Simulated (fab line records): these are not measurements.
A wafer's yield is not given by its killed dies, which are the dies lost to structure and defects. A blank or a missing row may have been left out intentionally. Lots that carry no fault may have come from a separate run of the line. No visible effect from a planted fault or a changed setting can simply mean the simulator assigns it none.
A struck lot beside a sound one	flow n5Finfet	24 out of 1938 route steps
Sound: wafers L217.4, L217.5, L217.6. Wafers L210.3, L210.4, L210.5 were the ones struck. The cause is given at the end.
At each step with rows: each side's tool, then ch and its chambers, then its first start. Under that, the readings that differ: sound wafers	struck wafers	difference of the means	sigmas: that difference in standard deviations of wafers without a fault.
alike: words and numbers the same on both sides, and readings whose means are apart by under 2 such deviations; not compared: readings that were withheld, readings missing a value for some wafer, numbers with overlapping values and no deviation given by the record, and bounds like >300 which may hide the same value.
A row with sigmas, a row that says differs or no value, or rows on one side alone: a step with any of these is where the two part. Numbers that don't overlap but have no deviation are shown without sigmas and don't part them. Lack of a reading on every wafer of one side parts them only where that side has two or more wafers.

first, 10 steps without rows for these wafers: N5_BEOL_M5_DESCUM_16 (chemistry O2, time 7 s); N5_BEOL_M5_ETCH_72 (etches underlayer in N2/H2, target depth 6.5 nm, time 5.2 s); N5_BEOL_M5_ETCH_61 (etches SiARC in CF4, target depth 15.6 nm, time 26 s); N5_BEOL_M5_ETCH_62 (etches SOC in N2/H2, target depth 75 nm, overetch 15 nm, time 112.5 s); N5_BEOL_M5_STRIP_63 (strips in N2/H2); N5_BEOL_M5_STRIP_73 (strips in N2/H2); N5_BEOL_M5_STRIP_64 (strips in CF4); N5_BEOL_M5_HM_OPEN_17 (chemistry Cl2/BCl3, target TiN, target depth 20 nm, overetch 6 nm); N5_BEOL_M5_STRIP_19 (strips in O2); N5_BEOL_M5_COAT_65 (time 60 s, resist thk 60 nm).
N5_BEOL_M5_COAT_66: time 60 s, resist thk 12 nm.
  sound on lithoTrack-02 ch 0, day 12 05:09; struck on lithoTrack-03 ch 0, day 10 16:52
reading	sound	struck	difference	sigmas
spinSpeedRpm (rpm)	1500.1 1500.8 1500.2	1425.2 1424.4 1423.3	-76.1	-76
then, 9 steps without rows for these wafers: N5_BEOL_M5_COAT_74 (time 60 s, resist thk 5 nm); N5_BEOL_M5_COAT_22 (resist thk 30 nm); N5_BEOL_M5_EBR_24; N5_BEOL_M5_SOFTBAKE_23 (time 60 s); N5_BEOL_M5_EXPOSE_25 (exposes mask V4, defocus 10 nm); N5_BEOL_M5_PEB_26 (peb time 60 s); N5_BEOL_M5_DEVELOP_27 (develop time 30 s); N5_BEOL_M5_DESCUM_33 (chemistry O2, time 7 s); N5_BEOL_M5_ETCH_75 (etches underlayer in N2/H2, target depth 6.5 nm, time 5.2 s).
N5_BEOL_M5_ETCH_67: etches SiARC in CF4, target depth 15.6 nm, time 26 s.
  sound on rieDiel-01 ch 1,2, day 12 06:00; struck on rieDiel-06 ch 0,1,2, day 10 17:26
reading	sound	struck	difference	sigmas
model.etch.depthNm (nm)	12.02 12.01 12	12.26 12.24 12.29	+0.25	
  alike: drypumpMotorCurrentA, etchRfOnTimeS, oesProductAu, rfVppV, showerheadPlenumPTorr, throttleValvePct
  not compared: rfHoursCounterH
N5_BEOL_M5_ETCH_68: etches SOC in N2/H2, target depth 80 nm, overetch 16 nm, time 120 s.
  sound on rieDiel-01 ch 1,2, day 12 06:02; struck on rieDiel-06 ch 0,1,2, day 10 17:28
  alike: drypumpMotorCurrentA, h2FlowSccm, oesProductAu, rfVppV, showerheadPlenumPTorr, throttleValvePct
  not compared: rfHoursCounterH, model.SiARC_of_BEOL_M5_COAT_66.thkNm
then, 1 step without rows for these wafers: N5_BEOL_M5_STRIP_69 (strips in N2/H2).
-- a jump in the record: the struck wafers' starts before and after are 4 days apart (it breaks off in module BEOL_M5 and resumes in module PASSIVATION, where the first step shown is number 1936 of the route) --
N5_PASSIVATION_PROBE_49:
  sound on prober-01 at day 16 05:16; struck on prober-01 at day 14 18:14
  alike: defectLimitedYield, killed_at_M0_to_M3, killed_at_M4_up, killedAtContacts, killedAtFrontEnd, killedAtOther, killedDies, killedOpen, killedShort, sort_bin_5_function, sort_bin_6_memory, sortNPass, sortYieldPct

WHERE THEY PART
N5_BEOL_M5_COAT_66 only, going by this record. Later steps at which nothing parts them and some readings are alike: N5_BEOL_M5_ETCH_67, N5_BEOL_M5_ETCH_68, N5_PASSIVATION_PROBE_49.

WHY: what the simulator had put in
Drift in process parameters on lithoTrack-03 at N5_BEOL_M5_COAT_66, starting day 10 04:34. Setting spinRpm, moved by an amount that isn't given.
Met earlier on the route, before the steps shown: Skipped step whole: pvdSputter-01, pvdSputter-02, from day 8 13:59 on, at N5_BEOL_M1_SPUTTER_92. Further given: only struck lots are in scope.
